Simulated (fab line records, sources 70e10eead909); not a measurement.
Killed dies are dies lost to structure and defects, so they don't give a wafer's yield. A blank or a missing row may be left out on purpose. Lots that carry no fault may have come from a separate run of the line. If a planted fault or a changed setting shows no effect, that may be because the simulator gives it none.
What tool caused it? -- flow nand harc -- Sampling: 13 lots, 38 wafers, 5 of 1159 route steps

## WHAT THE GAUGES READ, wafer by wafer
NHARC_END_SORT_01. Usual: killed at array 27, standard deviation 10; killed at other 0.6, standard deviation 1; killed at periphery 3.4, standard deviation 2.7; killed dies 31, standard deviation 9.7; killed open 3.4, standard deviation 1.7; killed short 2.2, standard deviation 1.5.
lot,measured,on,killed at array,killed at other,killed at periphery,killed dies,killed open,killed short,flag
L438,day 21 22:49,prober-02,677 16 17,0 0 0,0 0 6,677 16 23,1 3 3,0 2 3,OFF
L441,day 23 15:53,prober-02,673 32,2 1,2 1,677 34,2 6,2 2,OFF

## EACH LOT AND THE TOOL THAT RAN IT (in order: tool; ch and the chambers of the sampled wafers; start)
lot,NHARC_A_CONTACT_ETCH_134,NHARC_A_CONTACT_ETCH_138,NHARC_A_CONTACT_ETCH_98,NHARC_A_BLC_ETCH_18
L426,"har cap etch-02 ch 0,1, day 17 02:31","har cap etch-02 ch 0,1, day 17 03:05","rie diel-11 ch 0,2,3, day 17 14:35 or earlier","rie diel-13 ch 0,1,2, day 17 14:35"
L427,"har cap etch-02 ch 0,1, day 17 07:53","har cap etch-02 ch 0,1, day 17 08:26","rie diel-11 ch 0,1, day 17 19:14 or earlier","rie diel-04 ch 0,1, day 17 19:14"
L428,"har cap etch-03 ch 0,1, day 17 09:59","har cap etch-03 ch 0,1, day 17 10:33","rie diel-05 ch 0,3, day 17 19:52 or earlier","rie diel-13 ch 0,1, day 17 19:52"
L429,"har cap etch-01 ch 0,1, day 17 13:28","har cap etch-01 ch 0,1, day 17 14:01","rie diel-11 ch 1,3, day 17 21:16 or earlier","rie diel-09 ch 0,1,2, day 17 21:16"
L430,"har cap etch-02 ch 0,1, day 18 01:05","har cap etch-02 ch 0,1, day 18 01:50","rie diel-05 ch 0,2,3, day 18 06:22 or earlier","rie diel-13 ch 1,2,3, day 18 06:22"
L432,"har cap etch-02 ch 0,1, day 18 10:58","har cap etch-02 ch 0,1, day 18 11:32","rie diel-05 ch 0,2,3, day 18 18:28 or earlier","rie diel-04 ch 1,2,3, day 18 18:28"
L433,"har cap etch-02 ch 0,1, day 19 11:11","har cap etch-02 ch 0,1, day 19 11:45","rie diel-05 ch 1,2,3, day 19 18:18 or earlier","rie diel-04 ch 1,2,3, day 19 18:18"
L434,"har cap etch-01 ch 0,1, day 19 12:35","har cap etch-01 ch 0,1, day 19 13:09","rie diel-05 ch 0,2,3, day 19 18:58 or earlier","rie diel-09 ch 1,2,3, day 19 18:58"
L438,"har cap etch-01 ch 0,1, day 19 20:34","har cap etch-01 ch 0,1, day 19 21:08","rie diel-11 ch 0,2,3, day 20 02:14 or earlier","rie diel-04 ch 1,3, day 20 02:14"
L441,"har cap etch-01 ch 0,1, day 20 14:51","har cap etch-01 ch 0,1, day 20 15:22","rie diel-08 ch 0,3, day 21 08:20 or earlier","rie diel-04 ch 0,3, day 21 08:20"
L444,"har cap etch-03 ch 0,1, day 21 15:22","har cap etch-03 ch 0,1, day 21 15:54","rie diel-11 ch 0,1,2, day 21 23:47 or earlier","rie diel-13 ch 2,3, day 21 23:47"
L445,"har cap etch-01 ch 0,1, day 22 02:41","har cap etch-01 ch 0,1, day 22 03:40","rie diel-05 ch 0,1, day 22 04:34","rie diel-13 ch 1,2, day 22 08:31"
L447,"har cap etch-01 ch 0,1, day 22 10:56","har cap etch-01 ch 0,1, day 22 11:29","rie diel-08 ch 0,2,3, day 22 21:49 or earlier","rie diel-13 ch 0,1,2, day 22 21:49"
- NHARC_A_CONTACT_ETCH_134: etches the open film in C4F8/O2/Ar, time 140 s, target depth 700 nm.
- NHARC_A_CONTACT_ETCH_138: etches the open film in C4F8/O2/Ar, time 132 s, target depth 1289 nm.
- NHARC_A_CONTACT_ETCH_98: etches the open film in C4F6/O2, target depth 20 nm, time 10 s.
- NHARC_A_BLC_ETCH_18: etches the open film in C4F8/O2/Ar, target depth 910 nm.

## WHAT THE TOOLS THEMSELVES READ (means of the sampled wafers that have a number; where no wafer has one, the mark that the record gives instead)
NHARC_A_CONTACT_ETCH_98. Usual: bias w 499.9 W, standard deviation 1.4; drypump motor current A 6.0 A, standard deviation 0.37; oes product au 0.965 a.u., standard deviation 0.024; rf vpp V 548.9 V, standard deviation 2.7; showerhead plenum p Torr 4.02 Torr, standard deviation 0.13; throttle valve pct 26.904 %, standard deviation 0.0094.
lot,tool,bias w (W),drypump motor current A (A),oes product au (a.u.),rf vpp V (V),showerhead plenum p Torr (Torr),throttle valve pct (%),flag
L426,rie diel-11,500.1,6.1,1.008,545.0,3.85,26.907,
L427,rie diel-11,499.4,6.1,1.004,548.5,4.01,26.902,
L428,rie diel-05,498.9,6.1,0.953,551.2,4.10,26.906,
L429,rie diel-11,500.3,6.3,0.959,546.4,3.92,26.911,
L430,rie diel-05,500.3,6.1,0.951,550.1,4.07,26.903,
L432,rie diel-05,500.0,6.1,0.952,550.9,4.07,26.901,
L433,rie diel-05,499.5,5.8,0.947,549.0,4.08,26.909,
L434,rie diel-05,500.4,6.2,0.949,549.6,4.07,26.887,
L438,rie diel-11,498.8,6.1,0.964,546.0,3.84,26.902,
L441,rie diel-08,498.8,5.8,0.933,545.9,3.89,26.909,
L444,rie diel-11,500.0,6.0,0.997,547.1,3.95,26.907,
L445,rie diel-05,499.9,5.7,1.002,550.5,4.09,26.911,
L447,rie diel-08,498.4,5.7,0.961,547.5,3.97,26.899,

NHARC_A_BLC_ETCH_18. Usual: bias w 1500 W, standard deviation 4.1; oes product au 0.949 a.u., standard deviation 0.021; rf vpp V 978 V, standard deviation 4.9.
lot,tool,bias w (W),oes product au (a.u.),rf vpp V (V),flag
L426,rie diel-13,1496,0.921,978,
L427,rie diel-04,1498,0.928,979,
L428,rie diel-13,1500,0.923,981,
L429,rie diel-09,1501,0.920,977,
L430,rie diel-13,1502,0.919,977,
L432,rie diel-04,1493,0.922,977,
L433,rie diel-04,1496,0.937,977,
L434,rie diel-09,1496,0.950,980,
L438,rie diel-04,1501,0.930,975,
L441,rie diel-04,1503,0.918,973,
L444,rie diel-13,1506,0.969,975,
L445,rie diel-13,1504,0.922,974,
L447,rie diel-13,1500,0.967,978,

## THE ANSWER, worked out from the rows above alone
Rule: lot off if the mean of its wafers having a number is beyond 3 standard deviations from the usual mean. Also off: a lot with no number at a reading for which 4 or more lots have one. Any other lot the step has rows for is counted as sound. Order of review: gauges by route order, followed by the tools' own readings, for which a lot's mean as printed above is used. At the first step where some lot is off, the reading lying furthest off is the one used; lots without a number count as furthest.
Off: L438, L441 (NHARC_END_SORT_01, killed dies). Neither off nor sound, because the step has no rows for them: L426, L427, L428, L429, L430, L432, L433, L434, L444, L445, L447.
A tool fits if, at a process step before that reading, it ran every lot that is off, and no sound lot after the first of them. The gauges at NHARC_END_SORT_01 are tried like those tools. NHARC_A_CONTACT_ETCH_98: start missing for some lots; hours and lot order therefore follow NHARC_A_BLC_ETCH_18. Can't be told from this: 3 tools fit, har cap etch-01 at NHARC_A_CONTACT_ETCH_134 and NHARC_A_CONTACT_ETCH_138, rie diel-04 at NHARC_A_BLC_ETCH_18, prober-02 at NHARC_END_SORT_01.

## WHAT THE SIMULATOR HAD PUT IN
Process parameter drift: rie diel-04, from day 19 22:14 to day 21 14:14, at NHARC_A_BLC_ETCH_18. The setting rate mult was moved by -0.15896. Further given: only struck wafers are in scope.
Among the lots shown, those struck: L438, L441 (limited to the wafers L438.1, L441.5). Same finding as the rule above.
